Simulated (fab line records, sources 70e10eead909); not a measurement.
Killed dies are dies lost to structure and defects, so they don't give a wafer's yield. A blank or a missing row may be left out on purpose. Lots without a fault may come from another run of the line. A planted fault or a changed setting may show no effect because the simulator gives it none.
fab line records | flow nand_harc
record lots=14 wafers=42 last_day=33
route steps=1302 shown A_CONTACT@1008 A_BONDPAD@1226 THIN_TSV@1250 END@1302
lots that met no fault: from a run of the same line without faults
start_h: hours from the record's first day to the start of the lot's first wafer shown | wait_h: hours since the lot's step before | " the same as in the row above | L1.1+2: a row that stands for several wafers | - no value, or no start given | * or withheld: withheld | < > ~ a bound
route shown NAME@n: a module of which the file shows steps, and the number in the route of the first | usual: mean/standard deviation of fault-free wafers | same: alike in all rows | chamber/n: place in a boat | sites: the reading at each site | _std_site: their standard deviation | _edge_site: outer sites' mean less inner sites' | radius_mm: how far each site lies from the wafer's centre | mask NAME#n: copy n | behind: the tool/chamber that last shaped the wafer | hold: why the lot was held/for how many hours/how that ended | device: the transistor (n, p or np) that didn't switch | end of line: the same wafers' tests at the end of the route | a step without rows: its recipe alone | killed: dies lost to structure and defects at the first sort, not the wafer's yield | map: a wafer's dies, x killed, . not, _ none there
set.NAME: the setting as run; set.NAME@STEP: as run at that earlier step | model.NAME: the simulator's own value behind a step, which no gauge read
steps of the route over a sample of lots; a table a step, a row a wafer
services: from which hour (start_h, from the record's first day; less than 0 if before it) a tool's chamber was out of use, for how many hours, and why
## steps
# step NHARC_A_CONTACT_ETCH_114
# recipe source_w=withheld pressure_mtorr=20 bias_v=3000 time_s=190 target_depth_a=18500 ar_flow_sccm=withheld c4f8_flow_sccm=withheld o2_flow_sccm=withheld chemistry=C4F8/O2/Ar
# columns lot.wafer tool chamber start_h wait_h rf_hours_counter_h
L821.1 har_cap_etch-03 0 510.31 0.1 46
L821.3 " 0 " " -
L821.4 " 1 " " -
L823.1 har_cap_etch-02 0 512.42 0.1 85
L823.2 " 1 " " 85
L823.6 " 1 " " -
L824.2 har_cap_etch-02 1 522.21 0.1 87
L824.4 " 0 " " -
L824.5 " 0 " " -
L822.1 har_cap_etch-01 0 522.34 0.1 2
L822.3 " 1 " " -
L822.5 " 1 " " -
L825.3 har_cap_etch-02 0 557.90 0.1 -
L825.6 " 0 " " -
L825.5 " 1 " " -
L831.3 har_cap_etch-02 0 604.00 0.1 -
L831.5 " 1 " " -
L831.6 " 0 " " -
L829.1 har_cap_etch-01 1 604.76 0.1 14
L829.4 " 0 " " -
L829.5 " 0 " " -
L832.2 har_cap_etch-02 1 609.32 0.1 102
L832.4 " 1 " " -
L832.5 " 0 " " -
L834.4 har_cap_etch-03 0 640.48 0.1 -
L834.5 " 0 " " -
L834.6 " 1 " " -
L838.3 har_cap_etch-01 1 663.66 0.1 -
L838.5 " 1 " " -
L838.6 " 0 " " -
L839.1 har_cap_etch-01 0 691.27 0.1 31
L839.5 " 0 " " -
L839.6 " 1 " " -
L840.2 har_cap_etch-03 1 702.23 0.1 79
L840.4 " 1 " " -
L840.6 " 0 " " -
L842.2 har_cap_etch-01 1 704.30 0.1 33
L842.3 " 1 " " -
L842.5 " 0 " " -
L841.3 har_cap_etch-02 1 706.61 0.1 -
L841.5 " 0 " " -
L841.6 " 1 " " -
# step NHARC_A_BONDPAD_PRE_CLEAN_26
# recipe time_s=30 temp_c=280 gas=H2/He
# usual heater_power_w=401/42
# columns lot.wafer tool chamber start_h wait_h heater_power_w
L821.1 pvd_sputter-03 - - - 407
L821.4 " - " " 441
L821.3 " - " " 427
L823.1 pvd_sputter-02 - - - 393
L823.2 " - " " 448
L823.6 " - " " 382
L824.2 pvd_sputter-01 - - - 306
L824.4 " - " " 391
L824.5 " - " " 317
L822.1 pvd_sputter-03 - - - 433
L822.3 " - " " 416
L822.5 " - " " 442
L825.3 pvd_sputter-01 - - - 377
L825.5 " - " " 377
L825.6 " - " " 300
L831.3 pvd_sputter-03 - - - 386
L831.6 " - " " 397
L831.5 " - " " 405
L829.1 pvd_sputter-01 - - - 304
L829.4 " - " " 375
L829.5 " - " " 363
L832.4 pvd_sputter-03 - - - 399
L832.2 " - " " 429
L832.5 " - " " 388
L834.4 pvd_sputter-03 - - - 401
L834.5 " - " " 433
L834.6 " - " " 438
L838.3 pvd_sputter-02 - - - 379
L838.6 " - " " 416
L838.5 " - " " 372
L839.1 pvd_sputter-03 - - - 430
L839.5 " - " " 444
L839.6 " - " " 431
L840.2 pvd_sputter-03 - - - 434
L840.4 " - " " 445
L840.6 " - " " 438
L842.2 pvd_sputter-01 - - - 366
L842.3 " - " " 302
L842.5 " - " " 429
L841.3 pvd_sputter-01 - - - 369
L841.5 " - " " 420
L841.6 " - " " 368
# step NHARC_THIN_TSV_DEP_43
# recipe target_thk_a=13285 temp_c=withheld pressure_torr=6.5 rf_w=900 teos_flow_sccm=161.4 flow_sccm=2650 target_thk_nm=1328.5 gas=O2 material=SiO2
# usual throttle_valve_pct=16.1/0.52
# columns lot.wafer tool chamber start_h wait_h throttle_valve_pct
L821.3 pecvd-02 0 559.33 - 16.1
L821.1 " 1 " " 15.9
L821.4 " 0 " " 16.2
L823.2 pecvd-02 1 567.39 - 16.1
L823.1 " 2 " " 16.1
L823.6 " 2 " " 15.8
L824.2 pecvd-03 1 571.25 - 15.3
L824.4 " 0 " " 15.4
L824.5 " 1 " " 15.4
L822.3 pecvd-03 2 572.41 - 16.4
L822.1 " 1 " " 15.4
L822.5 " 2 " " 16.5
L825.3 pecvd-03 2 612.86 - 16.5
L825.6 " 0 " " 15.5
L825.5 " 1 " " 15.2
L831.3 pecvd-03 1 657.07 - 15.6
L831.6 " 0 " " 15.8
L831.5 " 1 " " 15.8
L829.1 pecvd-02 0 658.24 - 16.2
L829.5 " 1 " " 15.2
L829.4 " 0 " " 16.1
L832.2 pecvd-01 2 661.43 - 16.7
L832.4 " 0 " " 16.7
L832.5 " 2 " " 16.5
L834.4 pecvd-01 0 690.30 - 16.4
L834.5 " 0 " " 16.1
L834.6 " 2 " " 16.6
L838.3 pecvd-03 0 715.49 - 15.6
L838.5 " 0 " " 15.7
L838.6 " 2 " " 16.5
L839.1 pecvd-01 0 745.90 - 16.4
L839.5 " 0 " " 16.6
L839.6 " 2 " " 16.6
L840.2 pecvd-03 1 756.49 - 15.9
L840.4 " 1 " " 15.7
L840.6 " 0 " " 14.9
L842.2 pecvd-01 0 757.77 - 16.6
L842.3 " 0 " " 16.5
L842.5 " 0 " " 16.5
L841.3 pecvd-03 1 761.29 - 16.1
L841.6 " 1 " " 15.8
L841.5 " 2 " " 16.2
# step NHARC_THIN_TSV_PVD_19
# recipe target_thk_a=200 chamber_pressure_pa=5 material=TaN
# usual throttle_valve_pct=29.7/1.2
# columns lot.wafer tool chamber start_h wait_h throttle_valve_pct
L821.4 pvd_sputter-01 - - - 31.1
L821.3 " - " " 30.5
L821.1 " - " " 29.4
L823.1 pvd_sputter-01 - - - 29.4
L823.2 " - " " 31.1
L823.6 " - " " 30.3
L824.4 pvd_sputter-03 - - - 31.9
L824.2 " - " " 30.8
L824.5 " - " " 30.9
L822.3 pvd_sputter-02 - - - 30.2
L822.1 " - " " 27.0
L822.5 " - " " 30.7
L825.3 pvd_sputter-01 - - - 29.4
L825.5 " - " " 30.1
L825.6 " - " " 29.1
L831.3 pvd_sputter-01 - - - 29.2
L831.5 " - " " 29.4
L831.6 " - " " 29.5
L829.1 pvd_sputter-02 - - - 27.4
L829.4 " - " " 30.2
L829.5 " - " " 29.9
L832.2 pvd_sputter-02 - - - 30.0
L832.4 " - " " 30.3
L832.5 " - " " 30.2
L834.4 pvd_sputter-02 - - - 30.5
L834.5 " - " " 27.6
L834.6 " - " " 30.4
L838.3 pvd_sputter-01 - - - 29.6
L838.6 " - " " 29.4
L838.5 " - " " 31.5
L839.1 pvd_sputter-02 - - - 30.5
L839.5 " - " " 28.4
L839.6 " - " " 27.7
L840.4 pvd_sputter-01 - - - 30.3
L840.2 " - " " 29.4
L840.6 " - " " 30.1
L842.3 pvd_sputter-02 - - - 29.7
L842.2 " - " " 27.3
L842.5 " - " " 30.5
L841.3 pvd_sputter-03 - - - 31.8
L841.6 " - " " 32.0
L841.5 " - " " 30.5
# step NHARC_END_SORT_01
# recipe temp_c=25
# usual killed_at_array=51/17 killed_at_other=1.6/2.1 killed_at_periphery=4/3.2 killed_dies=57/18 killed_open=2.9/1.7 killed_short=2.3/1.3
# same gross_dies=677
# columns lot.wafer tool chamber start_h wait_h killed_at_array killed_at_other killed_at_periphery killed_dies killed_open killed_short
L831.3 prober-01 0 677.44 3.1 129 2 6 137 4 2
L831.5 prober-01 0 679.05 3.7 63 0 2 65 2 2
L831.6 prober-01 0 679.86 4.0 127 4 1 132 3 5
L832.2 prober-02 0 684.34 2.8 61 1 3 65 6 3
L832.4 prober-02 0 685.92 3.4 59 2 2 63 3 2
L832.5 prober-02 0 686.71 3.7 143 3 3 149 4 1
# killed by level:class
L831.3 A_CONTACT:unspecified=73 A_CHANNEL_HOLE_D1:chamber_film_flake=24 A_SLIT:chamber_film_flake=16 A_CHANNEL_HOLE_D2:chamber_film_flake=8 A_CONTACT:chamber_film_flake=4 P_CONTACT:geometric_particle:open=2 A_WL_FILL:geometric_particle:short=2 P_GATE:chamber_film_flake=2
L831.5 A_CHANNEL_HOLE_D1:chamber_film_flake=25 A_SLIT:chamber_film_flake=22 A_CONTACT:chamber_film_flake=6 A_CHANNEL_HOLE_D2:chamber_film_flake=5 P_CONTACT:geometric_particle:short=1 A_DECK1_JOINT:geometric_particle:open=1 A_CHANNEL_HOLE_D2:geometric_particle:short=1 A_CHANNEL_HOLE_D2:geometric_particle:open=1
L831.6 A_CONTACT:unspecified=71 A_CHANNEL_HOLE_D1:chamber_film_flake=22 A_SLIT:chamber_film_flake=14 A_CHANNEL_HOLE_D2:chamber_film_flake=9 THIN_TSV:chamber_film_flake=4 A_WL_FILL:geometric_particle:short=2 A_CONTACT:chamber_film_flake=2 A_SOURCE_PLATE:geometric_particle:short=1
L832.2 A_CHANNEL_HOLE_D1:chamber_film_flake=20 A_SLIT:chamber_film_flake=19 A_STAIRCASE:chamber_film_flake=10 A_CONTACT:chamber_film_flake=3 A_ONON_D1:geometric_particle:open=2 P_CONTACT:geometric_particle:open=1 P_M0:geometric_particle:open=1 A_DECK1_JOINT:geometric_particle:short=1
L832.4 A_CHANNEL_HOLE_D1:chamber_film_flake=22 A_SLIT:chamber_film_flake=18 A_CONTACT:chamber_film_flake=6 A_STAIRCASE:chamber_film_flake=5 A_ONON_D2:geometric_particle:short=2 A_WL_FILL:chamber_film_flake=2 THIN_TSV:chamber_film_flake=2 P_M0:geometric_particle:open=1
L832.5 A_CONTACT:unspecified=69 A_CHANNEL_HOLE_D1:chamber_film_flake=30 A_SLIT:chamber_film_flake=23 A_STAIRCASE:chamber_film_flake=7 A_WL_FILL:chamber_film_flake=6 THIN_TSV:chamber_film_flake=3 A_DECK1_JOINT:chamber_film_flake=2 A_CONTACT:chamber_film_flake=2
## services
# columns tool chamber start_h hours kind
pecvd-01 - 492.26 13.0 pm
har_cap_etch-01 - 498.41 17.0 pm
pecvd-03 2 505.17 1.9 repair
pecvd-01 - 511.79 2.8 repair
pvd_sputter-01 - 523.24 3.0 repair
pvd_sputter-03 - 533.59 10.0 pm
pecvd-03 - 547.00 13.0 pm
pvd_sputter-02 - 556.01 3.3 repair
har_cap_etch-02 - 562.06 1.1 repair
pecvd-01 - 562.76 1.0 repair
pvd_sputter-01 - 583.27 10.0 pm
har_cap_etch-02 - 585.38 0.2 repair
pecvd-01 - 591.97 1.1 repair
pvd_sputter-02 - 638.00 10.0 pm
pecvd-01 1 655.89 113.5 repair
pecvd-01 - 673.26 13.0 pm
pecvd-03 1 708.17 8.9 repair
pvd_sputter-03 - 711.59 10.0 pm
pecvd-03 - 724.76 0.4 repair
pecvd-03 - 728.00 13.0 pm
pecvd-03 - 745.20 0.8 repair
pvd_sputter-03 - 745.91 6.2 repair
har_cap_etch-02 - 755.87 17.0 pm
pvd_sputter-01 - 761.27 10.0 pm
## key
first_sign step=NHARC_END_SORT_01 reading=killed_at_array direction=up sigmas=4.7 usual=51 struck=133
effect step=NHARC_END_SORT_01 reading=killed_dies direction=up sigmas=4.7 usual=57 struck=139
more_kills_born_at NHARC_A_CONTACT_ETCH_114@har_cap_etch-02=210
met_at NHARC_A_CONTACT_ETCH_114
struck_lots L831,L832
struck_wafers L831.3,L831.6,L832.5
tester_left_out L831,L832
not_acting_at NHARC_A_BONDPAD_PRE_CLEAN_26,NHARC_THIN_TSV_DEP_43,NHARC_THIN_TSV_PVD_19
onset_between 557.90 604.00
fault kind=chamber_particle_source tool=har_cap_etch-02 chamber=0 onset_h=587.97 steps=NHARC_A_CONTACT_ETCH_114 rate_per_visit_cm2=1.0971 end_h=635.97
# tester_left_out: of these lots the tester's yield and bins aren't shown, on N5 and GAA mostly nor the transistor test; their killed dies are dies lost to structure and defects alone, not to doping, threshold or leakage, so they don't give the yield
